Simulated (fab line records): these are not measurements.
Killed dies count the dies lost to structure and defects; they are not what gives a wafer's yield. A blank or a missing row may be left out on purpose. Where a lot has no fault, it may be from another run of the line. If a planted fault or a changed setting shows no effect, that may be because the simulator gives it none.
Split-lot study -- flow n5-finfet -- 21 wafers read from 7 lots, route of 1938 steps

THE SPLIT
At N5_FIN_SAQP_ETCH_65 (etches SiO2 in CF4, target depth 4 nm, time 4.4 s), the setting time-s was moved away from the recipe's 4.4 s on 5 of the 21 wafers read, by -17.3% to +11.0%. The other wafers ran this setting at the recipe's value.

The split's own step is where the reading is taken.

THE READING
etch.depth-nm (the simulator's own value, which no gauge read), in nm, at N5_FIN_SAQP_ETCH_65 (etches SiO2 in CF4, target depth 4 nm, time 4.4 s). There is no usual value for it anywhere in the file. Average 4.012 nm, standard deviation 0.082 nm, over the 16 wafers here run with the recipe.

wafer,"tool, chamber at the split","time-s as run, s",against the recipe,"etch.depth-nm, nm",against lot-mates on the recipe
L075.1,"rie-si-06, 1",4.886,+11.0%,4.414,+0.430
L075.3,"rie-si-06, 2",4.4,recipe,3.994,-
L075.6,"rie-si-06, 2",4.4,recipe,3.974,-
L076.4,"rie-si-04, 0",4.4,recipe,3.919,-
L076.5,"rie-si-04, 0",3.637,-17.3%,3.241,-0.663
L076.6,"rie-si-04, 1",4.4,recipe,3.888,-
L084.1,"rie-si-04, 2",4.4,recipe,4.137,-
L084.2,"rie-si-04, 1",4.4,recipe,3.958,-
L084.3,"rie-si-04, 0",4.4,recipe,3.898,-
L087.1,"rie-si-04, 3",4.4,recipe,3.972,-
L087.2,"rie-si-04, 1",4.4,recipe,4.037,-
L087.6,"rie-si-04, 3",4.71,+7.0%,4.225,+0.220
L090.1,"rie-si-06, 1",3.858,-12.3%,3.477,-0.608
L090.3,"rie-si-06, 0",3.858,-12.3%,3.563,-0.522
L090.6,"rie-si-06, 0",4.4,recipe,4.085,-
L092.2,"rie-si-04, 1",4.4,recipe,4.077,-
L092.3,"rie-si-04, 2",4.4,recipe,4.202,-
L092.6,"rie-si-04, 3",4.4,recipe,4.008,-
L097.1,"rie-si-06, 3",4.4,recipe,4.041,-
L097.5,"rie-si-06, 2",4.4,recipe,4.01,-
L097.6,"rie-si-06, 1",4.4,recipe,3.992,-

THE FIT
A straight line over all 21 wafers: etch.depth-nm changes by +0.0403 nm for each +1% of time-s; r = +0.95; the points scatter about the line by 0.08 nm.
The same after taking each lot's own level away (the mean of its wafers on the recipe; 21 wafers): +0.0406 nm for each +1%; r = +0.97; scatter 0.061 nm.
On that fit, the largest move of time-s shifts the reading by 0.7 nm.
Measured against the standard deviation above, the lots' own levels, which go from 3.9035 to 4.0957 nm, span 2.4 times it.
The two slopes agree, so the slope changes little with the lot-to-lot level.
Check: with one of the wafers moved furthest among these (-17.3%) left out of the fit, the line predicts -0.746 nm for it against its lot-mates. Against them it came out at -0.663 nm.

OTHER SPLITS ON THESE WAFERS
Other splits were also applied to these wafers ahead of the reading. Each is held against what the fit with the lots' levels taken away leaves over:
other split on the same wafers,wafers away from the commonest value,r with etch.depth-nm (lot level and that fit taken away)
N5_WELL_APT_PEB_06 peb-time-s,9,-0.32

FILE'S OWN FIT
etch.depth-nm changes by +0.0397 nm for each +1% of time-s, r = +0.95.
